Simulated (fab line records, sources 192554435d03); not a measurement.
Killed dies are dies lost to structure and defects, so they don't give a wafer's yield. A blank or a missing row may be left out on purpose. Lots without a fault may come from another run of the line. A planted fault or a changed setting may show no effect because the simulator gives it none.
Which tool did it? | flow n5_finfet | 11 lots, 32 wafers sampled, at 4 steps of a route of 1938

WHAT THE GAUGES READ, wafer by wafer
N5_MIM_TOP_LITHO_OVL_MEAS_11.
lot  | measured     | on         | MIM_TOP_OVL (nm)
L868 | day 11 21:28 | overlay-02 | 0 8 1
L870 | day 12 13:55 | overlay-02 | -2 3 7
L873 | day 13 14:19 | overlay-02 | 3 6 5
L872 | day 13 18:40 | overlay-01 | 4 -8 3
L875 | day 14 11:34 | overlay-02 | 4 4 3
L877 | day 14 22:34 | overlay-02 | 8 7 6
L883 | day 16 10:47 | overlay-01 | -10 0 -11
L885 | day 16 23:44 | overlay-02 | 7 6 -3
L884 | day 17 01:49 | overlay-01 | 2 0
L888 | day 18 14:58 | overlay-02 | 0 5 2
L889 | day 18 15:13 | overlay-01 | 1 -3 -6

N5_MIM_BOT_LITHO_OVL_MEAS_11.
lot  | measured     | on         | MIM_BOT_OVL (nm)
L868 | day 11 22:12 | overlay-01 | 7 4 11
L870 | day 12 14:46 | overlay-02 | 0 -10 -2
L873 | day 13 15:19 | overlay-01 | -1 1 -1
L872 | day 13 19:35 | overlay-02 | 6 1 12
L875 | day 14 12:27 | overlay-01 | -6 -1 0
L877 | day 14 23:26 | overlay-02 | 7 -9 6
L883 | day 16 12:18 | overlay-02 | 425 417 414
L885 | day 17 00:37 | overlay-02 | 395 404 407
L884 | day 17 02:55 | overlay-01 | 16 13
L888 | day 18 16:53 | overlay-02 | 9 3 7
L889 | day 18 17:27 | overlay-02 | 4 -1 5

N5_MIM_BOT_LITHO_INSPECT_12: inspects for defects (macro).
lot  | measured     | on                | raw_defect_count
L868 | day 11 22:13 | defect_inspect-02 | 0 1 1
L870 | day 12 14:48 | defect_inspect-02 | 2 1 2
L873 | day 13 15:21 | defect_inspect-01 | 1 3 3
L872 | day 13 19:37 | defect_inspect-01 | 3 1 1
L875 | day 14 12:28 | defect_inspect-02 | 2 4 2
L877 | day 14 23:27 | defect_inspect-02 | 1 2 3
L883 | day 16 12:19 | defect_inspect-01 | 1 2 0
L885 | day 17 00:38 | defect_inspect-01 | 5 2 2
L884 | day 17 02:56 | defect_inspect-02 | 1 0
L888 | day 18 16:55 | defect_inspect-01 | 2 0 5
L889 | day 18 17:29 | defect_inspect-01 | 3 2 1

WHICH TOOL RAN EACH LOT (tool, then ch and the chambers of the sampled wafers, then the start)
lot  | N5_MIM_BOT_LITHO_EXPOSE_05
L868 | krf_scanner-01 ch 0, day 11 22:00
L870 | krf_scanner-02 ch 0, day 12 14:34
L873 | krf_scanner-02 ch 0, day 13 15:07
L872 | krf_scanner-02 ch 0, day 13 19:24
L875 | krf_scanner-01 ch 0, day 14 12:15
L877 | krf_scanner-01 ch 0, day 14 23:13
L883 | krf_scanner-01 ch 0, day 16 12:06
L885 | krf_scanner-01 ch 0, day 17 00:25
L884 | krf_scanner-02 ch 0, day 17 02:42
L888 | krf_scanner-02 ch 0, day 18 16:41
L889 | krf_scanner-02 ch 0, day 18 17:16
- N5_MIM_BOT_LITHO_EXPOSE_05: exposes mask MIM BOT.

WHAT THE TOOLS THEMSELVES READ (means of the sampled wafers that have a number; where no wafer has one, the mark that the record gives instead)
The record holds no such reading with a usual standard deviation.

THE ANSWER, worked out from the rows above alone
Rule: what is usual is taken from the lots themselves. Put in order of their means at a reading, lots are off if they are a third of the lots or fewer, leave a main group of 4 or more, and stand apart from it by a gap of 3 or more times the standard deviation of the main group's means; of several such gaps the widest counts. A main group whose means are all the same, to the digits that the tables above print for the reading, isn't used. A lot without any number at a reading at which 4 lots or more have one is off too. The other lots that the step has rows for count as sound. The gauges are gone through in route order, then the tools' own readings, and for those a lot's mean is taken as printed above. The first step at which some lot is off is used, and at that step the reading that is off furthest; a lot without a number counts as furthest.
Off: L883, L885, at N5_MIM_BOT_LITHO_OVL_MEAS_11 (MIM_BOT_OVL). The main group: mean 4 nm, standard deviation 5.4.
A tool fits if, at a process step before that reading, it ran every lot that is off, and no sound lot after the first of them. The gauges at N5_MIM_BOT_LITHO_OVL_MEAS_11 are tried like those tools. One fits: krf_scanner-01 at N5_MIM_BOT_LITHO_EXPOSE_05. Its last sound lot is L877 (day 14 23:13), its first lot that is off L883 (day 16 12:06): a fault that began between those two fits.

WHAT THE SIMULATOR HAD PUT IN
Scanner matching overlay: krf_scanner-01, from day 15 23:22 on, at N5_MIM_BOT_LITHO_EXPOSE_05. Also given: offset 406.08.
Lots struck among those shown: L883, L885. The rule above found the same.
